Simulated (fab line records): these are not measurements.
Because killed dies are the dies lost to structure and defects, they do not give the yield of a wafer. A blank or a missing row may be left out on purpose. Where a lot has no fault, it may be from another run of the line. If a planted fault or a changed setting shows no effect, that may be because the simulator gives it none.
fab line records :: flow n5-finfet
record
  lots=6
  wafers=18
  last-day=16
route steps=1938 shown BEOL_M3@991 BEOL_M4@1111
lots untouched by any fault: they come from a run of this same line in which no faults occurred
start-h: the number of hours between the record's first day and the start of the first shown wafer of the lot :: wait-h: time in hours since the lot's previous step :: " same as the row above :: L1.1+2: one row covering several wafers at once :: - no value, or no start given :: * or withheld: withheld :: < > ~ a bound
route shown NAME@n: NAME is a module with steps in the file, n the number in the route of the first one :: usual: average and standard deviation across the fault-free wafers :: same: alike in all rows :: chamber/n: place in a boat :: sites: per-site readings :: _std_site: the standard deviation of these :: _edge_site: outer sites' mean less inner sites' :: radius-mm: how far each site lies from the wafer's centre :: mask NAME#n: copy n :: behind: the last tool/chamber to shape the wafer :: hold: the reason the lot was held/the length of the hold in hours/how it ended :: device: whichever transistor did not switch (one of n, p or np) :: end of line: tests of these same wafers at the route's end :: step lacking rows: just its recipe :: killed: dies that structure and defects cost at the first sort, which is not the same as the wafer's yield :: map: a wafer's dies, marking killed ones x, the rest . and places with no die _
set.NAME: the setting as run; set.NAME@STEP: as run at that earlier step :: model.NAME: the simulator's own value behind a step, which no gauge read
certain route steps with their lots: each step a table, each wafer a row
services: from which hour (start-h, from the record's first day; less than 0 if before it) a tool's chamber was out of use, for how many hours, and why
## steps
# step N5_BEOL_M3_ALD_84
# recipe
  material=TaN
  target-thk-a=*
  temp-c=275
  ald-precursor-family=PDMAT
  ald-co-reactant=NH3
  pressure-torr=3
  carrier-flow-sccm=1500
  pulse-time-s=2
  purge-time-s=3
  co-reactant-purge-time-s=2
  co-reactant-pulse-time-s=3
  ald-cycles=30
  precursor-vessel-temp-c=75
  precursor-vessel-pressure-torr=26.25
  precursor-vessel-carrier-sccm=1000
# usual
  heater-power-w=431/49
lot.wafer: L490.2
tool: ald-metal-03
chamber: 2
start-h: 173.86
wait-h: 0.1
heater-power-w: 421

lot.wafer: L490.4
tool: ald-metal-03
chamber: 2
start-h: 173.86
wait-h: 0.1
heater-power-w: 405

lot.wafer: L490.6
tool: ald-metal-03
chamber: 0
start-h: 173.86
wait-h: 0.1
heater-power-w: 461

lot.wafer: L501.1
tool: ald-metal-02
chamber: 1
start-h: 220.13
wait-h: 0.0
heater-power-w: 323

lot.wafer: L501.4
tool: ald-metal-02
chamber: 3
start-h: 220.13
wait-h: 0.0
heater-power-w: 406

lot.wafer: L501.5
tool: ald-metal-02
chamber: 1
start-h: 220.13
wait-h: 0.0
heater-power-w: 322

lot.wafer: L502.1
tool: ald-metal-03
chamber: 3
start-h: 229.74
wait-h: 0.0
heater-power-w: 434

lot.wafer: L502.3
tool: ald-metal-03
chamber: 2
start-h: 229.74
wait-h: 0.0
heater-power-w: 419

lot.wafer: L502.6
tool: ald-metal-03
chamber: 3
start-h: 229.74
wait-h: 0.0
heater-power-w: 440

lot.wafer: L507.1
tool: ald-metal-03
chamber: 3
start-h: 254.05
wait-h: 0.0
heater-power-w: 426

lot.wafer: L507.3
tool: ald-metal-03
chamber: 1
start-h: 254.05
wait-h: 0.0
heater-power-w: 362

lot.wafer: L507.4
tool: ald-metal-03
chamber: 0
start-h: 254.05
wait-h: 0.0
heater-power-w: 457

lot.wafer: L506.1
tool: ald-metal-01
chamber: 3
start-h: 254.21
wait-h: 0.0
heater-power-w: 442

lot.wafer: L506.4
tool: ald-metal-01
chamber: 1
start-h: 254.21
wait-h: 0.0
heater-power-w: 382

lot.wafer: L506.6
tool: ald-metal-01
chamber: 0
start-h: 254.21
wait-h: 0.0
heater-power-w: 501

lot.wafer: L510.4
tool: ald-metal-01
chamber: 2
start-h: 270.78
wait-h: 0.1
heater-power-w: 479

lot.wafer: L510.5
tool: ald-metal-01
chamber: 1
start-h: 270.78
wait-h: 0.1
heater-power-w: 388

lot.wafer: L510.6
tool: ald-metal-01
chamber: 0
start-h: 270.78
wait-h: 0.1
heater-power-w: 501
# step N5_BEOL_M3_SURFACE_TREAT_85
# recipe
  gas=Ar
  time-s=*
  ion-energy-ev=*
  ion-current-ma-cm2=0.5
  pressure-mtorr=*
  ar-flow-sccm=30
# usual
  pressure-mtorr=*
  throttle-valve-pct=*
lot.wafer: L490.2
tool: pvd-sputter-01
chamber: -
start-h: 174.14
wait-h: 0.2
pressure-mtorr: *
throttle-valve-pct: *

lot.wafer: L490.4
tool: pvd-sputter-01
chamber: -
start-h: 174.14
wait-h: 0.2
pressure-mtorr: *
throttle-valve-pct: *

lot.wafer: L490.6
tool: pvd-sputter-01
chamber: -
start-h: 174.14
wait-h: 0.2
pressure-mtorr: *
throttle-valve-pct: *

lot.wafer: L501.1
tool: pvd-sputter-02
chamber: -
start-h: 220.41
wait-h: 0.2
pressure-mtorr: *
throttle-valve-pct: *

lot.wafer: L501.4
tool: pvd-sputter-02
chamber: -
start-h: 220.41
wait-h: 0.2
pressure-mtorr: *
throttle-valve-pct: *

lot.wafer: L501.5
tool: pvd-sputter-02
chamber: -
start-h: 220.41
wait-h: 0.2
pressure-mtorr: *
throttle-valve-pct: *

lot.wafer: L502.1
tool: pvd-sputter-03
chamber: -
start-h: 230.04
wait-h: 0.2
pressure-mtorr: *
throttle-valve-pct: *

lot.wafer: L502.3
tool: pvd-sputter-03
chamber: -
start-h: 230.04
wait-h: 0.2
pressure-mtorr: *
throttle-valve-pct: *

lot.wafer: L502.6
tool: pvd-sputter-03
chamber: -
start-h: 230.04
wait-h: 0.2
pressure-mtorr: *
throttle-valve-pct: *

lot.wafer: L507.1
tool: pvd-sputter-01
chamber: -
start-h: 254.32
wait-h: 0.2
pressure-mtorr: *
throttle-valve-pct: *

lot.wafer: L507.3
tool: pvd-sputter-01
chamber: -
start-h: 254.32
wait-h: 0.2
pressure-mtorr: *
throttle-valve-pct: *

lot.wafer: L507.4
tool: pvd-sputter-01
chamber: -
start-h: 254.32
wait-h: 0.2
pressure-mtorr: *
throttle-valve-pct: *

lot.wafer: L506.1
tool: pvd-sputter-03
chamber: -
start-h: 254.44
wait-h: 0.1
pressure-mtorr: *
throttle-valve-pct: *

lot.wafer: L506.4
tool: pvd-sputter-03
chamber: -
start-h: 254.44
wait-h: 0.1
pressure-mtorr: *
throttle-valve-pct: *

lot.wafer: L506.6
tool: pvd-sputter-03
chamber: -
start-h: 254.44
wait-h: 0.1
pressure-mtorr: *
throttle-valve-pct: *

lot.wafer: L510.4
tool: pvd-sputter-03
chamber: -
start-h: 271.02
wait-h: 0.1
pressure-mtorr: *
throttle-valve-pct: *

lot.wafer: L510.5
tool: pvd-sputter-03
chamber: -
start-h: 271.02
wait-h: 0.1
pressure-mtorr: *
throttle-valve-pct: *

lot.wafer: L510.6
tool: pvd-sputter-03
chamber: -
start-h: 271.02
wait-h: 0.1
pressure-mtorr: *
throttle-valve-pct: *
# step N5_BEOL_M3_CVD_47
# recipe
  material=Co
  target-thk-a=30
  temp-c=withheld
  precursor=CCTBA/H2
  pressure-torr=30
  time-s=223.8
# step N5_BEOL_M3_SPUTTER_48
# recipe
  material=Cu
  target-thk-a=45
  temp-c=-20
  chamber-pressure-pa=0.07
  power-w=withheld
  time-s=8.29
# step N5_BEOL_M3_ANNEAL_49
# recipe
  temp-c=400
  time-s=240
  ambient=vacuum
# step N5_BEOL_M3_SPUTTER_79
# recipe
  material=Cu
  target-thk-a=45
  temp-c=-20
  chamber-pressure-pa=0.07
  power-w=withheld
  time-s=8.29
# step N5_BEOL_M3_ANNEAL_80
# recipe
  temp-c=400
  time-s=240
  ambient=vacuum
# step N5_BEOL_M3_SPUTTER_81
# recipe
  material=Cu
  target-thk-a=45
  temp-c=-20
  chamber-pressure-pa=0.07
  power-w=withheld
  time-s=8.29
# step N5_BEOL_M3_ANNEAL_82
# recipe
  temp-c=400
  time-s=240
  ambient=vacuum
# usual
  heater-power-w=817/74
  susceptor-temp-C=399.99/0.21
lot.wafer: L490.2
tool: pvd-sputter-02
chamber: -
start-h: 174.91
wait-h: 0.0
heater-power-w: 916
susceptor-temp-C: 399.76

lot.wafer: L490.4
tool: pvd-sputter-02
chamber: -
start-h: 174.91
wait-h: 0.0
heater-power-w: 760
susceptor-temp-C: 399.87

lot.wafer: L490.6
tool: pvd-sputter-02
chamber: -
start-h: 174.91
wait-h: 0.0
heater-power-w: 905
susceptor-temp-C: 400.10

lot.wafer: L501.1
tool: pvd-sputter-01
chamber: -
start-h: 221.26
wait-h: 0.0
heater-power-w: 841
susceptor-temp-C: 399.68

lot.wafer: L501.4
tool: pvd-sputter-01
chamber: -
start-h: 221.26
wait-h: 0.0
heater-power-w: 686
susceptor-temp-C: 399.94

lot.wafer: L501.5
tool: pvd-sputter-01
chamber: -
start-h: 221.26
wait-h: 0.0
heater-power-w: 674
susceptor-temp-C: 399.82

lot.wafer: L502.1
tool: pvd-sputter-03
chamber: -
start-h: 230.85
wait-h: 0.0
heater-power-w: 884
susceptor-temp-C: 399.97

lot.wafer: L502.3
tool: pvd-sputter-03
chamber: -
start-h: 230.85
wait-h: 0.0
heater-power-w: 645
susceptor-temp-C: 400.14

lot.wafer: L502.6
tool: pvd-sputter-03
chamber: -
start-h: 230.85
wait-h: 0.0
heater-power-w: 662
susceptor-temp-C: 400.23

lot.wafer: L507.1
tool: pvd-sputter-03
chamber: -
start-h: 255.08
wait-h: 0.0
heater-power-w: 662
susceptor-temp-C: 400.46

lot.wafer: L507.3
tool: pvd-sputter-03
chamber: -
start-h: 255.08
wait-h: 0.0
heater-power-w: 918
susceptor-temp-C: 399.77

lot.wafer: L507.4
tool: pvd-sputter-03
chamber: -
start-h: 255.08
wait-h: 0.0
heater-power-w: 849
susceptor-temp-C: 399.56

lot.wafer: L506.1
tool: pvd-sputter-02
chamber: -
start-h: 255.23
wait-h: 0.0
heater-power-w: 762
susceptor-temp-C: 399.76

lot.wafer: L506.4
tool: pvd-sputter-02
chamber: -
start-h: 255.23
wait-h: 0.0
heater-power-w: 758
susceptor-temp-C: 400.36

lot.wafer: L506.6
tool: pvd-sputter-02
chamber: -
start-h: 255.23
wait-h: 0.0
heater-power-w: 752
susceptor-temp-C: 400.32

lot.wafer: L510.4
tool: pvd-sputter-03
chamber: -
start-h: 271.90
wait-h: 0.0
heater-power-w: 847
susceptor-temp-C: 399.72

lot.wafer: L510.5
tool: pvd-sputter-03
chamber: -
start-h: 271.90
wait-h: 0.0
heater-power-w: 831
susceptor-temp-C: 400.35

lot.wafer: L510.6
tool: pvd-sputter-03
chamber: -
start-h: 271.90
wait-h: 0.0
heater-power-w: 670
susceptor-temp-C: 400.26
# step N5_BEOL_M3_SPUTTER_86
# recipe
  material=Cu
  target-thk-a=45
  temp-c=-20
  chamber-pressure-pa=0.07
  power-w=withheld
  time-s=8.29
# step N5_BEOL_M3_ANNEAL_87
# recipe
  temp-c=400
  time-s=240
  ambient=vacuum
# usual
  heater-power-w=816/75
  susceptor-temp-C=400.00/0.22
lot.wafer: L490.2
tool: pvd-sputter-02
chamber: -
start-h: 175.13
wait-h: 0.0
heater-power-w: 888
susceptor-temp-C: 399.94

lot.wafer: L490.4
tool: pvd-sputter-02
chamber: -
start-h: 175.13
wait-h: 0.0
heater-power-w: 746
susceptor-temp-C: 399.95

lot.wafer: L490.6
tool: pvd-sputter-02
chamber: -
start-h: 175.13
wait-h: 0.0
heater-power-w: 922
susceptor-temp-C: 400.10

lot.wafer: L501.1
tool: pvd-sputter-01
chamber: -
start-h: 221.48
wait-h: 0.0
heater-power-w: 865
susceptor-temp-C: 399.89

lot.wafer: L501.4
tool: pvd-sputter-01
chamber: -
start-h: 221.48
wait-h: 0.0
heater-power-w: 676
susceptor-temp-C: 399.88

lot.wafer: L501.5
tool: pvd-sputter-01
chamber: -
start-h: 221.48
wait-h: 0.0
heater-power-w: 673
susceptor-temp-C: 400.12

lot.wafer: L502.1
tool: pvd-sputter-03
chamber: -
start-h: 231.07
wait-h: 0.0
heater-power-w: 901
susceptor-temp-C: 399.72

lot.wafer: L502.3
tool: pvd-sputter-03
chamber: -
start-h: 231.07
wait-h: 0.0
heater-power-w: 666
susceptor-temp-C: 399.92

lot.wafer: L502.6
tool: pvd-sputter-03
chamber: -
start-h: 231.07
wait-h: 0.0
heater-power-w: 653
susceptor-temp-C: 399.95

lot.wafer: L507.1
tool: pvd-sputter-03
chamber: -
start-h: 255.30
wait-h: 0.0
heater-power-w: 648
susceptor-temp-C: 399.91

lot.wafer: L507.3
tool: pvd-sputter-03
chamber: -
start-h: 255.30
wait-h: 0.0
heater-power-w: 893
susceptor-temp-C: 399.91

lot.wafer: L507.4
tool: pvd-sputter-03
chamber: -
start-h: 255.30
wait-h: 0.0
heater-power-w: 851
susceptor-temp-C: 399.98

lot.wafer: L506.1
tool: pvd-sputter-02
chamber: -
start-h: 255.45
wait-h: 0.0
heater-power-w: 763
susceptor-temp-C: 400.00

lot.wafer: L506.4
tool: pvd-sputter-02
chamber: -
start-h: 255.45
wait-h: 0.0
heater-power-w: 791
susceptor-temp-C: 399.87

lot.wafer: L506.6
tool: pvd-sputter-02
chamber: -
start-h: 255.45
wait-h: 0.0
heater-power-w: 746
susceptor-temp-C: 399.96

lot.wafer: L510.4
tool: pvd-sputter-03
chamber: -
start-h: 272.12
wait-h: 0.0
heater-power-w: 855
susceptor-temp-C: 399.90

lot.wafer: L510.5
tool: pvd-sputter-03
chamber: -
start-h: 272.12
wait-h: 0.0
heater-power-w: 849
susceptor-temp-C: 400.00

lot.wafer: L510.6
tool: pvd-sputter-03
chamber: -
start-h: 272.12
wait-h: 0.0
heater-power-w: 674
susceptor-temp-C: 400.19
# step N5_BEOL_M3_SPUTTER_88
# recipe
  material=Cu
  target-thk-a=45
  temp-c=-20
  chamber-pressure-pa=0.07
  power-w=withheld
  time-s=8.29
# step N5_BEOL_M3_ANNEAL_89
# recipe
  temp-c=400
  time-s=240
  ambient=vacuum
# usual
  heater-power-w=816/76
  susceptor-temp-C=400.03/0.22
lot.wafer: L490.2
tool: pvd-sputter-02
chamber: -
start-h: 175.35
wait-h: 0.0
heater-power-w: 907
susceptor-temp-C: 399.85

lot.wafer: L490.4
tool: pvd-sputter-02
chamber: -
start-h: 175.35
wait-h: 0.0
heater-power-w: 764
susceptor-temp-C: 399.84

lot.wafer: L490.6
tool: pvd-sputter-02
chamber: -
start-h: 175.35
wait-h: 0.0
heater-power-w: 884
susceptor-temp-C: 399.71

lot.wafer: L501.1
tool: pvd-sputter-01
chamber: -
start-h: 221.70
wait-h: 0.0
heater-power-w: 861
susceptor-temp-C: 400.14

lot.wafer: L501.4
tool: pvd-sputter-01
chamber: -
start-h: 221.70
wait-h: 0.0
heater-power-w: 691
susceptor-temp-C: 400.55

lot.wafer: L501.5
tool: pvd-sputter-01
chamber: -
start-h: 221.70
wait-h: 0.0
heater-power-w: 701
susceptor-temp-C: 400.17

lot.wafer: L502.1
tool: pvd-sputter-03
chamber: -
start-h: 231.29
wait-h: 0.0
heater-power-w: 918
susceptor-temp-C: 400.11

lot.wafer: L502.3
tool: pvd-sputter-03
chamber: -
start-h: 231.29
wait-h: 0.0
heater-power-w: 673
susceptor-temp-C: 399.81

lot.wafer: L502.6
tool: pvd-sputter-03
chamber: -
start-h: 231.29
wait-h: 0.0
heater-power-w: 661
susceptor-temp-C: 400.04

lot.wafer: L507.1
tool: pvd-sputter-03
chamber: -
start-h: 255.52
wait-h: 0.0
heater-power-w: -
susceptor-temp-C: -

lot.wafer: L507.3
tool: pvd-sputter-03
chamber: -
start-h: 255.52
wait-h: 0.0
heater-power-w: -
susceptor-temp-C: -

lot.wafer: L507.4
tool: pvd-sputter-03
chamber: -
start-h: 255.52
wait-h: 0.0
heater-power-w: -
susceptor-temp-C: -

lot.wafer: L506.1
tool: pvd-sputter-02
chamber: -
start-h: 255.67
wait-h: 0.0
heater-power-w: -
susceptor-temp-C: -

lot.wafer: L506.4
tool: pvd-sputter-02
chamber: -
start-h: 255.67
wait-h: 0.0
heater-power-w: -
susceptor-temp-C: -

lot.wafer: L506.6
tool: pvd-sputter-02
chamber: -
start-h: 255.67
wait-h: 0.0
heater-power-w: -
susceptor-temp-C: -

lot.wafer: L510.4
tool: pvd-sputter-03
chamber: -
start-h: 272.34
wait-h: 0.0
heater-power-w: 862
susceptor-temp-C: 400.03

lot.wafer: L510.5
tool: pvd-sputter-03
chamber: -
start-h: 272.34
wait-h: 0.0
heater-power-w: 840
susceptor-temp-C: 400.54

lot.wafer: L510.6
tool: pvd-sputter-03
chamber: -
start-h: 272.34
wait-h: 0.0
heater-power-w: 658
susceptor-temp-C: 399.72
# step N5_BEOL_M3_SPUTTER_90
# recipe
  material=Cu
  target-thk-a=45
  temp-c=-20
  chamber-pressure-pa=0.07
  power-w=withheld
  time-s=8.29
# usual
  chuck-gas-flow-sccm=1.28/0.054
  throttle-valve-pct=29.7/0.84
lot.wafer: L490.2
tool: pvd-sputter-02
chamber: -
start-h: 175.49
wait-h: 0.1
chuck-gas-flow-sccm: 1.35
throttle-valve-pct: 30.4

lot.wafer: L490.4
tool: pvd-sputter-02
chamber: -
start-h: 175.49
wait-h: 0.1
chuck-gas-flow-sccm: 1.35
throttle-valve-pct: 30.8

lot.wafer: L490.6
tool: pvd-sputter-02
chamber: -
start-h: 175.49
wait-h: 0.1
chuck-gas-flow-sccm: 1.25
throttle-valve-pct: 30.9

lot.wafer: L501.1
tool: pvd-sputter-01
chamber: -
start-h: 221.84
wait-h: 0.1
chuck-gas-flow-sccm: 1.25
throttle-valve-pct: 27.5

lot.wafer: L501.4
tool: pvd-sputter-01
chamber: -
start-h: 221.84
wait-h: 0.1
chuck-gas-flow-sccm: 1.24
throttle-valve-pct: 30.0

lot.wafer: L501.5
tool: pvd-sputter-01
chamber: -
start-h: 221.84
wait-h: 0.1
chuck-gas-flow-sccm: 1.24
throttle-valve-pct: 29.6

lot.wafer: L502.1
tool: pvd-sputter-03
chamber: -
start-h: 231.43
wait-h: 0.1
chuck-gas-flow-sccm: 1.27
throttle-valve-pct: 30.5

lot.wafer: L502.3
tool: pvd-sputter-03
chamber: -
start-h: 231.43
wait-h: 0.1
chuck-gas-flow-sccm: 1.41
throttle-valve-pct: 29.2

lot.wafer: L502.6
tool: pvd-sputter-03
chamber: -
start-h: 231.43
wait-h: 0.1
chuck-gas-flow-sccm: 1.32
throttle-valve-pct: 29.0

lot.wafer: L507.1
tool: pvd-sputter-03
chamber: -
start-h: 255.66
wait-h: 0.1
chuck-gas-flow-sccm: 1.35
throttle-valve-pct: 28.8

lot.wafer: L507.3
tool: pvd-sputter-03
chamber: -
start-h: 255.66
wait-h: 0.1
chuck-gas-flow-sccm: 1.26
throttle-valve-pct: 30.5

lot.wafer: L507.4
tool: pvd-sputter-03
chamber: -
start-h: 255.66
wait-h: 0.1
chuck-gas-flow-sccm: 1.33
throttle-valve-pct: 29.6

lot.wafer: L506.1
tool: pvd-sputter-02
chamber: -
start-h: 255.81
wait-h: 0.1
chuck-gas-flow-sccm: 1.28
throttle-valve-pct: 31.0

lot.wafer: L506.4
tool: pvd-sputter-02
chamber: -
start-h: 255.81
wait-h: 0.1
chuck-gas-flow-sccm: 1.34
throttle-valve-pct: 28.8

lot.wafer: L506.6
tool: pvd-sputter-02
chamber: -
start-h: 255.81
wait-h: 0.1
chuck-gas-flow-sccm: 1.31
throttle-valve-pct: 30.9

lot.wafer: L510.4
tool: pvd-sputter-03
chamber: -
start-h: 272.48
wait-h: 0.1
chuck-gas-flow-sccm: 1.35
throttle-valve-pct: 29.6

lot.wafer: L510.5
tool: pvd-sputter-03
chamber: -
start-h: 272.48
wait-h: 0.1
chuck-gas-flow-sccm: 1.23
throttle-valve-pct: 30.2

lot.wafer: L510.6
tool: pvd-sputter-03
chamber: -
start-h: 272.48
wait-h: 0.1
chuck-gas-flow-sccm: 1.40
throttle-valve-pct: 29.1
# step N5_BEOL_M4_RC_MEAS_101
# usual
  DIBL_N=36.9/2.1
  DIBL_P=37.1/2.5
  IOFF_N=0.17/0.039
  IOFF_P=0.23/0.043
  ION_N=673/15
  ION_P=462/9.1
  SS_N=71.8/0.69
  SS_P=73.6/0.74
  VT_N=250/3.6
  VT_P=-249.7/2.9
lot.wafer: L490.2
tool: prober-01
chamber: 0
start-h: 185.74
wait-h: 0.2
DIBL_N[mV/V]: 36.8
DIBL_P[mV/V]: 37.2
IOFF_N[nA/um]: 0.15
IOFF_P[nA/um]: 0.17
ION_N[uA/um]: 656
ION_P[uA/um]: 444
SS_N[mV/dec]: 71.6
SS_P[mV/dec]: 72.9
VT_N[mV]: 253
VT_P[mV]: -253.3

lot.wafer: L490.4
tool: prober-01
chamber: 0
start-h: 185.74
wait-h: 0.2
DIBL_N[mV/V]: 35.9
DIBL_P[mV/V]: 36.2
IOFF_N[nA/um]: 0.14
IOFF_P[nA/um]: 0.17
ION_N[uA/um]: 670
ION_P[uA/um]: 448
SS_N[mV/dec]: 71.2
SS_P[mV/dec]: 72.6
VT_N[mV]: 253
VT_P[mV]: -256.1

lot.wafer: L490.6
tool: prober-01
chamber: 0
start-h: 185.74
wait-h: 0.2
DIBL_N[mV/V]: 37.9
DIBL_P[mV/V]: 38.3
IOFF_N[nA/um]: 0.18
IOFF_P[nA/um]: 0.20
ION_N[uA/um]: 670
ION_P[uA/um]: 457
SS_N[mV/dec]: 71.5
SS_P[mV/dec]: 73.4
VT_N[mV]: 250
VT_P[mV]: -251.9

lot.wafer: L501.1
tool: prober-01
chamber: 0
start-h: 241.76
wait-h: 0.0
DIBL_N[mV/V]: 37.3
DIBL_P[mV/V]: 37.2
IOFF_N[nA/um]: 0.17
IOFF_P[nA/um]: 0.24
ION_N[uA/um]: 664
ION_P[uA/um]: 458
SS_N[mV/dec]: 72.1
SS_P[mV/dec]: 73.9
VT_N[mV]: 249
VT_P[mV]: -249.1

lot.wafer: L501.4
tool: prober-01
chamber: 0
start-h: 241.76
wait-h: 0.0
DIBL_N[mV/V]: 36.7
DIBL_P[mV/V]: 35.8
IOFF_N[nA/um]: 0.16
IOFF_P[nA/um]: 0.23
ION_N[uA/um]: 668
ION_P[uA/um]: 461
SS_N[mV/dec]: 71.4
SS_P[mV/dec]: 73.7
VT_N[mV]: 253
VT_P[mV]: -248.0

lot.wafer: L501.5
tool: prober-01
chamber: 0
start-h: 241.76
wait-h: 0.0
DIBL_N[mV/V]: 34.3
DIBL_P[mV/V]: 33.6
IOFF_N[nA/um]: 0.13
IOFF_P[nA/um]: 0.18
ION_N[uA/um]: 650
ION_P[uA/um]: 452
SS_N[mV/dec]: 71.6
SS_P[mV/dec]: 73.0
VT_N[mV]: 256
VT_P[mV]: -253.1

lot.wafer: L502.1
tool: prober-02
chamber: 0
start-h: 242.29
wait-h: 0.0
DIBL_N[mV/V]: 34.7
DIBL_P[mV/V]: 36.9
IOFF_N[nA/um]: 0.15
IOFF_P[nA/um]: 0.22
ION_N[uA/um]: 672
ION_P[uA/um]: 462
SS_N[mV/dec]: 71.4
SS_P[mV/dec]: 73.3
VT_N[mV]: 252
VT_P[mV]: -248.3

lot.wafer: L502.3
tool: prober-02
chamber: 0
start-h: 242.29
wait-h: 0.0
DIBL_N[mV/V]: 36.3
DIBL_P[mV/V]: 38.0
IOFF_N[nA/um]: 0.17
IOFF_P[nA/um]: 0.25
ION_N[uA/um]: 668
ION_P[uA/um]: 461
SS_N[mV/dec]: 72.2
SS_P[mV/dec]: 73.6
VT_N[mV]: 253
VT_P[mV]: -250.1

lot.wafer: L502.6
tool: prober-02
chamber: 0
start-h: 242.29
wait-h: 0.0
DIBL_N[mV/V]: 32.3
DIBL_P[mV/V]: 33.3
IOFF_N[nA/um]: 0.12
IOFF_P[nA/um]: 0.17
ION_N[uA/um]: 649
ION_P[uA/um]: 450
SS_N[mV/dec]: 72.0
SS_P[mV/dec]: 71.9
VT_N[mV]: 255
VT_P[mV]: -253.8

lot.wafer: L507.1
tool: prober-01
chamber: 0
start-h: 267.24
wait-h: 0.0
DIBL_N[mV/V]: 38.3
DIBL_P[mV/V]: 39.8
IOFF_N[nA/um]: 0.20
IOFF_P[nA/um]: 0.27
ION_N[uA/um]: 673
ION_P[uA/um]: 466
SS_N[mV/dec]: 71.8
SS_P[mV/dec]: 73.5
VT_N[mV]: 248
VT_P[mV]: -246.5

lot.wafer: L507.3
tool: prober-01
chamber: 0
start-h: 267.24
wait-h: 0.0
DIBL_N[mV/V]: 33.0
DIBL_P[mV/V]: 33.7
IOFF_N[nA/um]: 0.12
IOFF_P[nA/um]: 0.17
ION_N[uA/um]: 668
ION_P[uA/um]: 461
SS_N[mV/dec]: 70.6
SS_P[mV/dec]: 72.0
VT_N[mV]: 254
VT_P[mV]: -255.0

lot.wafer: L507.4
tool: prober-01
chamber: 0
start-h: 267.24
wait-h: 0.0
DIBL_N[mV/V]: 34.1
DIBL_P[mV/V]: 33.8
IOFF_N[nA/um]: 0.13
IOFF_P[nA/um]: 0.17
ION_N[uA/um]: 647
ION_P[uA/um]: 449
SS_N[mV/dec]: 70.8
SS_P[mV/dec]: 72.3
VT_N[mV]: 252
VT_P[mV]: -254.0

lot.wafer: L506.1
tool: prober-01
chamber: 0
start-h: 272.38
wait-h: 0.0
DIBL_N[mV/V]: 35.6
DIBL_P[mV/V]: 33.3
IOFF_N[nA/um]: 0.11
IOFF_P[nA/um]: 0.16
ION_N[uA/um]: 637
ION_P[uA/um]: 440
SS_N[mV/dec]: 71.7
SS_P[mV/dec]: 72.4
VT_N[mV]: 257
VT_P[mV]: -256.5

lot.wafer: L506.4
tool: prober-01
chamber: 0
start-h: 272.38
wait-h: 0.0
DIBL_N[mV/V]: 40.6
DIBL_P[mV/V]: 42.5
IOFF_N[nA/um]: 0.23
IOFF_P[nA/um]: 0.30
ION_N[uA/um]: 701
ION_P[uA/um]: 477
SS_N[mV/dec]: 72.6
SS_P[mV/dec]: 74.8
VT_N[mV]: 246
VT_P[mV]: -244.5

lot.wafer: L506.6
tool: prober-01
chamber: 0
start-h: 272.38
wait-h: 0.0
DIBL_N[mV/V]: 37.4
DIBL_P[mV/V]: 37.2
IOFF_N[nA/um]: 0.16
IOFF_P[nA/um]: 0.21
ION_N[uA/um]: 679
ION_P[uA/um]: 461
SS_N[mV/dec]: 71.4
SS_P[mV/dec]: 73.2
VT_N[mV]: 250
VT_P[mV]: -250.5

lot.wafer: L510.4
tool: prober-02
chamber: 0
start-h: 284.32
wait-h: 0.5
DIBL_N[mV/V]: 34.1
DIBL_P[mV/V]: 34.3
IOFF_N[nA/um]: 0.13
IOFF_P[nA/um]: 0.19
ION_N[uA/um]: 661
ION_P[uA/um]: 460
SS_N[mV/dec]: 71.3
SS_P[mV/dec]: 72.4
VT_N[mV]: 254
VT_P[mV]: -252.5

lot.wafer: L510.5
tool: prober-02
chamber: 0
start-h: 284.32
wait-h: 0.5
DIBL_N[mV/V]: 36.7
DIBL_P[mV/V]: 37.7
IOFF_N[nA/um]: 0.18
IOFF_P[nA/um]: 0.23
ION_N[uA/um]: 694
ION_P[uA/um]: 476
SS_N[mV/dec]: 71.5
SS_P[mV/dec]: 73.7
VT_N[mV]: 246
VT_P[mV]: -250.5

lot.wafer: L510.6
tool: prober-02
chamber: 0
start-h: 284.32
wait-h: 0.5
DIBL_N[mV/V]: 35.0
DIBL_P[mV/V]: 35.4
IOFF_N[nA/um]: 0.15
IOFF_P[nA/um]: 0.20
ION_N[uA/um]: 682
ION_P[uA/um]: 471
SS_N[mV/dec]: 70.8
SS_P[mV/dec]: 74.0
VT_N[mV]: 251
VT_P[mV]: -250.0
## services
tool: ald-metal-03
chamber: 3
start-h: 169.81
hours: 26.9
kind: repair

tool: ald-metal-02
chamber: 3
start-h: 264.59
hours: 6.8
kind: repair
## key
first-sign
  step=N5_BEOL_M3_ANNEAL_89
  reading=tool-record
  direction=missing
effect none on later readings
met-at N5_BEOL_M3_ANNEAL_89
struck-wafers L506.1,L506.4,L506.6,L507.1,L507.3,L507.4
onset-between 231.29 255.52
fault
  kind=skipped-step-whole
  tool=pvd-sputter-02,pvd-sputter-03
  chamber=-
  onset-h=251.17
  steps=N5_BEOL_M3_ANNEAL_89
  scope=struck-lots-only
